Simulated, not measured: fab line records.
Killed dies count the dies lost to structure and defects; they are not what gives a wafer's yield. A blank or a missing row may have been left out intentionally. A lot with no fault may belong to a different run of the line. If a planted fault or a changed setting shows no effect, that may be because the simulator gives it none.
Struck lot and sound lot, side by side + flow n5-finfet + 18 out of 1938 route steps
Sound: wafers L899.1, L899.5, L899.6. Struck: wafer L898.4; the same lot's L898.5 was not struck, so it is left out; see the end for the cause.
Each step with rows lists, per side, the tool, then ch with its chambers, then its first start. Under that, the readings that differ: sound wafers + struck wafers + difference of the means + sigmas: that difference in standard deviations of wafers without a fault.
alike: readings whose means differ by less than 2 such deviations, and words and numbers that are the same on both sides. not compared: withheld readings, readings that some wafer has no value for, bounds like >300 that may hide the same value, and numbers for which the record gives no deviation and whose values overlap.
A row with sigmas, a row that says differs or no value, or rows on one side alone: a step with any of these is where the two part. Numbers that don't overlap but have no deviation are shown without sigmas and don't part them. A reading missing from all wafers of one side parts the sides only when that side holds two or more wafers.

first, 6 steps without rows for these wafers: N5_BEOL_M8_COAT_22 (resist thk 30 nm); N5_BEOL_M8_EBR_24; N5_BEOL_M8_SOFTBAKE_23 (time 60 s); N5_BEOL_M8_EXPOSE_25 (exposes mask V7, target cd 40 nm); N5_BEOL_M8_PEB_26 (peb time 60 s); N5_BEOL_M8_DEVELOP_27 (develop time 30 s).
N5_BEOL_M8_CD_MEAS_28: the cd target is 40 nm.
  sound on cd-sem-03 ch 0, day 14 07:54; struck on cd-sem-02 ch 0, day 14 22:29
  alike: cd-nm
N5_BEOL_M8_OVL_MEAS_29:
  sound on overlay-02 ch 0, day 14 07:56; struck on overlay-02 ch 0, day 14 22:32
  alike: V7_OVL
N5_BEOL_M8_INSPECT_30: inspects for defects (brightfield).
  sound on defect-inspect-01, day 14 07:59; struck on defect-inspect-01, day 14 22:35
  alike: raw-defect-count
N5_BEOL_M8_DESCUM_33: chemistry O2, time 7 s.
  sound on rie-diel-02 ch 2,3, day 14 08:02; struck on rie-diel-04 ch 3, day 14 22:37
  alike: drypump-motor-current-A, o2-flow-sccm, oes-product-au, rf-vpp-V, showerhead-plenum-p-Torr, temp-c, throttle-valve-pct
  not compared: rf-hours-counter-h
N5_BEOL_M8_ETCH_72: etches underlayer in N2/H2, target depth 6.5 nm, time 5.2 s.
  sound on rie-diel-02 ch 2,3, day 14 08:04; struck on rie-diel-04 ch 3, day 14 22:39
  alike: drypump-motor-current-A, etch-rf-on-time-s, oes-product-au, rf-vpp-V, showerhead-plenum-p-Torr, throttle-valve-pct
  not compared: rf-hours-counter-h
N5_BEOL_M8_ETCH_65: etches SiARC in CF4, target depth 15.6 nm, time 26 s.
  sound on rie-diel-02 ch 2,3, day 14 08:05; struck on rie-diel-04 ch 3, day 14 22:40
  alike: drypump-motor-current-A, etch-rf-on-time-s, oes-product-au, rf-vpp-V, showerhead-plenum-p-Torr, throttle-valve-pct
  not compared: rf-hours-counter-h
N5_BEOL_M8_ETCH_66: etches SOC in N2/H2, target depth 80 nm, overetch 16 nm, time 120 s.
  sound on rie-diel-02 ch 2,3, day 14 08:07; struck on rie-diel-04 ch 3, day 14 22:41
| reading                                    | sound        | struck | difference | sigmas |
|--------------------------------------------|--------------|--------|------------|--------|
| model.SiARC_of_BEOL_M8_COAT_64.thk-nm (nm) | 6.6 6.4 6.6  | 2.2    | -4.3       |        |
| model.BEOL_M8.cd-nm (nm)                   | 40 39.6 40.2 | 42     | +2         |        |
  alike: drypump-motor-current-A, oes-product-au, rf-vpp-V, showerhead-plenum-p-Torr, temp-c, throttle-valve-pct
  not compared: rf-hours-counter-h
then, 2 steps without rows for these wafers: N5_BEOL_M8_STRIP_69 (strips in N2/H2); N5_BEOL_M8_STRIP_73 (strips in N2/H2).
N5_BEOL_M8_VIA_ETCH_34: etches SiCOH lowk in C4F6/O2, target depth 125.5 nm, time 50.5 s.
  sound on rie-diel-02 ch 2,3, day 14 08:13; struck on rie-diel-04 ch 3, day 14 22:47
| reading                  | sound          | struck | difference | sigmas |
|--------------------------|----------------|--------|------------|--------|
| model.BEOL_M8.cd-nm (nm) | 40.2 39.8 40.4 | 42     | +2         |        |
  alike: drypump-motor-current-A, oes-product-au, rf-vpp-V, showerhead-plenum-p-Torr, throttle-valve-pct
  not compared: rf-hours-counter-h
then, 1 step without rows for these wafers: N5_BEOL_M8_STRIP_76 (strips in C4F6/O2).
-- the record jumps here: 3 days lie between the struck wafers' starts before and after (it left off in module BEOL_M8 and takes up again in module PASSIVATION, whose first step shown is number 1936 of the route) --
N5_PASSIVATION_PROBE_49:
  sound on prober-02, day 17 10:42; struck on prober-01, day 18 01:32
  alike: defect-limited-yield, killed_at_M0_to_M3, killed_at_M4_up, killed-at-contacts, killed-at-front-end, killed-at-other, killed-dies, killed-open, killed-short, sort_bin_5_function, sort_bin_6_memory, sort-n-pass, sort-yield-pct

## WHERE THEY PART
Nowhere in this record.

WHY: whatever the simulator had introduced
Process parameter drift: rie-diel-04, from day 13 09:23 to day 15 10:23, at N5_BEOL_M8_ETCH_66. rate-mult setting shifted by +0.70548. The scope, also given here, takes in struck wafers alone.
